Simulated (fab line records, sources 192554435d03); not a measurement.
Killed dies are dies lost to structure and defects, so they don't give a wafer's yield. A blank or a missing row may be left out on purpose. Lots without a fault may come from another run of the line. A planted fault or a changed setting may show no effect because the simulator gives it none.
Which tool did it? | flow n5_finfet | 12 lots, 36 wafers sampled, at 6 steps of a route of 1938

WHAT THE GAUGES READ, wafer by wafer
N5_BEOL_M8_OVL_MEAS_29.
lot  | measured     | on         | V7_OVL (nm)
L076 | day 9 22:13  | overlay-02 | 0.5 -0.2 -0.5
L077 | day 10 07:21 | overlay-02 | -1.0 -2.0 -0.9
L079 | day 10 19:55 | overlay-01 | -0.5 0.0 -0.3
L081 | day 11 13:16 | overlay-02 | -0.2 -0.3 0.0
L082 | day 11 23:04 | overlay-01 | -1.4 -1.0 -0.7
L085 | day 12 21:32 | overlay-02 | -0.5 -0.6 0.6
L086 | day 12 22:58 | overlay-02 | -0.8 -0.3 -1.2
L091 | day 13 04:04 | overlay-01 | -0.4 0.8 -0.6
L089 | day 13 09:48 | overlay-02 | -0.6 0.1 0.0
L093 | day 14 12:20 | overlay-02 | -0.9 -0.3 -0.9
L095 | day 14 16:50 | overlay-02 | -0.8 -0.2 -1.0
L096 | day 15 08:17 | overlay-01 | -0.6 -0.8 -0.1

WHICH TOOL RAN EACH LOT (tool, then ch and the chambers of the sampled wafers, then the start)
lot  | N5_BEOL_M6_ETCH_62                 | N5_BEOL_M7_CURE_74            | N5_BEOL_M7_SURFACE_TREAT_79  | N5_BEOL_M7_ANNEAL_51             | N5_BEOL_M8_STRIP_19
L076 | rie_diel-02 ch 0,1, day 9 01:12    | uv_cure-01 ch 2, day 9 06:08  | pvd_sputter-01, day 9 15:16  | rtp_anneal-02 ch 0, day 9 16:43  | rie_diel-02 ch 1,3, day 9 21:40
L077 | rie_diel-02 ch 0,2,3, day 9 13:34  | uv_cure-03 ch 0, day 9 18:37  | pvd_sputter-01, day 10 00:07 | rtp_anneal-02 ch 0, day 10 00:49 | rie_diel-03 ch 0,1,2, day 10 04:58
L079 | rie_diel-06 ch 0,2, day 10 03:19   | uv_cure-03 ch 0, day 10 09:06 | pvd_sputter-02, day 10 14:49 | rtp_anneal-02 ch 0, day 10 15:41 | rie_diel-02 ch 0,1,2, day 10 18:23
L081 | rie_diel-03 ch 0,2,3, day 10 17:49 | uv_cure-02 ch 1, day 11 00:19 | pvd_sputter-01, day 11 06:53 | rtp_anneal-02 ch 0, day 11 07:40 | rie_diel-02 ch 0,3, day 11 11:48
L082 | rie_diel-06 ch 0,1, day 11 05:59   | uv_cure-02 ch 0, day 11 11:24 | pvd_sputter-02, day 11 18:49 | rtp_anneal-01 ch 0, day 11 19:17 | rie_diel-02 ch 1,3, day 11 22:10
L085 | rie_diel-06 ch 0,1,3, day 12 01:13 | uv_cure-02 ch 1, day 12 08:15 | pvd_sputter-01, day 12 17:23 | rtp_anneal-01 ch 0, day 12 18:02 | rie_diel-06 ch 0,1,3, day 12 21:08
L086 | rie_diel-03 ch 0,1,3, day 12 07:34 | uv_cure-02 ch 1, day 12 14:32 | pvd_sputter-02, day 12 19:15 | rtp_anneal-02 ch 0, day 12 19:49 | rie_diel-06 ch 0,1, day 12 22:32
L091 | rie_diel-02 ch 0,2, day 12 11:26   | uv_cure-01 ch 0, day 12 16:38 | pvd_sputter-01, day 12 21:11 | rtp_anneal-02 ch 0, day 12 21:49 | rie_diel-03 ch 0,1,3, day 13 01:00
L089 | rie_diel-03 ch 0,1,3, day 12 15:37 | uv_cure-01 ch 2, day 12 21:14 | pvd_sputter-01, day 13 05:20 | rtp_anneal-02 ch 0, day 13 05:53 | rie_diel-03 ch 0,1, day 13 09:23
L093 | rie_diel-02 ch 2,3, day 13 15:00   | uv_cure-01 ch 1, day 13 22:25 | pvd_sputter-01, day 14 05:17 | rtp_anneal-02 ch 0, day 14 06:45 | rie_diel-06 ch 2,3, day 14 10:31
L095 | rie_diel-06 ch 0,2,3, day 13 19:08 | uv_cure-02 ch 1, day 14 02:08 | pvd_sputter-03, day 14 09:45 | rtp_anneal-01 ch 0, day 14 10:58 | rie_diel-03 ch 0,1,2, day 14 14:01
L096 | rie_diel-02 ch 0,2, day 14 13:07   | uv_cure-02 ch 1, day 14 21:47 | pvd_sputter-02, day 15 02:58 | rtp_anneal-01 ch 0, day 15 03:26 | rie_diel-06 ch 0,2,3, day 15 06:47
- N5_BEOL_M6_ETCH_62: etches SOC in N2/H2, target depth 110 nm, overetch 22 nm, time 165 s.
- N5_BEOL_M7_CURE_74: cures SiCOH lowk, time 240 s.
- N5_BEOL_M7_SURFACE_TREAT_79
- N5_BEOL_M7_ANNEAL_51: time 90 s.
- N5_BEOL_M8_STRIP_19: strips in O2.

THE ANSWER, worked out from the rows above alone
Rule: what is usual is taken from the lots themselves. Put in order of their means at a reading, lots are off if they are a third of the lots or fewer, leave a main group of 4 or more, and stand apart from it by a gap of 3 or more times the standard deviation of the main group's means; of several such gaps the widest counts. A main group whose means are all the same, to the digits that the tables above print for the reading, isn't used. A lot without any number at a reading at which 4 lots or more have one is off too. The other lots that the step has rows for count as sound.
No lot is off at any reading shown: from this, nothing can be told.

WHAT THE SIMULATOR HAD PUT IN
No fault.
